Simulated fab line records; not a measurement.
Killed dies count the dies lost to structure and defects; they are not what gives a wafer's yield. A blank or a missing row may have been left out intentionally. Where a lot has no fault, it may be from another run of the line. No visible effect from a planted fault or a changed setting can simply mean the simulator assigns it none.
8D (eight disciplines) problem report, filled in by code ; flow n5-finfet ; the parts of the form that need people (team, actions taken, sign-off) are left out

== 1. WHAT IS WRONG ==
Wafers without a fault read 66.24 s, standard deviation 0.12; run-length-s at N5_BEOL_M1_COAT_76 reads a mean of 55.63 s on 3 wafers belonging to 2 lots. That is -88 standard deviations from the usual mean.
The step: time 60 s, resist thk 5 nm.
First seen on wafer L331.1, day 9 06:54, on litho-track-04. The record has a number at this step for 27 wafers belonging to 9 lots. Rule for "out" (also "out of limits"): further than 4 standard deviations from the usual mean. Any other wafer with a number is counted as sound.

== 2. WHAT IT IS; WHAT IT IS NOT ==
question;is;is not
which readings at this step;run-length-s, heater-power-total-W;-
which lots;L331, L332;L321, L322, L323, L329, L339, L340, L341
which wafers of those lots;L331.1, L331.4, L332.1;L331.3, L332.2, L332.5
read on which tools;litho-track-04;litho-track-02, litho-track-05
when;from day 9 06:54;"up to then (13 sound wafers); but 11 sound wafers of L332, L339, L340, L341 came after"

== 3. SUSPECTS, AND WHAT RULES EACH OUT ==
Counting: a tool at a process step up to the reading stays a suspect if it ran every lot that is out. Sound lots after the first of them don't rule it out here, since some wafers of a struck lot are sound.
- litho-track-04 at N5_BEOL_M1_COAT_76 (time 60 s, resist thk 5 nm): kept. It ran every lot that is out, first L331 (day 9 06:54); its last sound lot up to then is L329 (day 8 11:31). Out on those wafers are its own readings of heater-power-total-W, run-length-s.
The count leaves litho-track-04 at N5_BEOL_M1_COAT_76.

== 4. THE CAUSE (what the simulator had put in) ==
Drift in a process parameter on litho-track-04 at N5_BEOL_M1_COAT_76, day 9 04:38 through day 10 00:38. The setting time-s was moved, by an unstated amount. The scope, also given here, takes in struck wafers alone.
This tool alone remained once counting was done.

== 5. SEQUENCE OF EFFECTS, ordered by route ==
Rows list readings where the struck wafers' mean (over those with a number) sits beyond 3 standard deviations from the usual. Readings are gone through only where the record gives a usual standard deviation; hours: the median, over the lots, of the time from a lot's start at the first step in this table giving one to that lot's start at this step; sigmas: the change measured in usual standard deviations.
hours;step;reading;usual;on struck wafers;change;sigmas
0;N5_BEOL_M1_COAT_76;heater-power-total-W;391.8 W;440.4;+48.6;+35
0;N5_BEOL_M1_COAT_76;run-length-s;66.24 s;55.63;-10.61;-88
The process steps in it:
- N5_BEOL_M1_COAT_76: time 60 s, resist thk 5 nm.
Later steps that measure or inspect, where all struck wafers having a row at the step show a number for every such reading and not one has moved that far: N5_BEOL_M4_RC_MEAS_101.

== 6. WHAT WOULD HAVE CAUGHT IT SOONER ==
2 hours passed between the start of the fault at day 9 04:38 and the first reading out of limits in this record, taken at day 9 06:54.
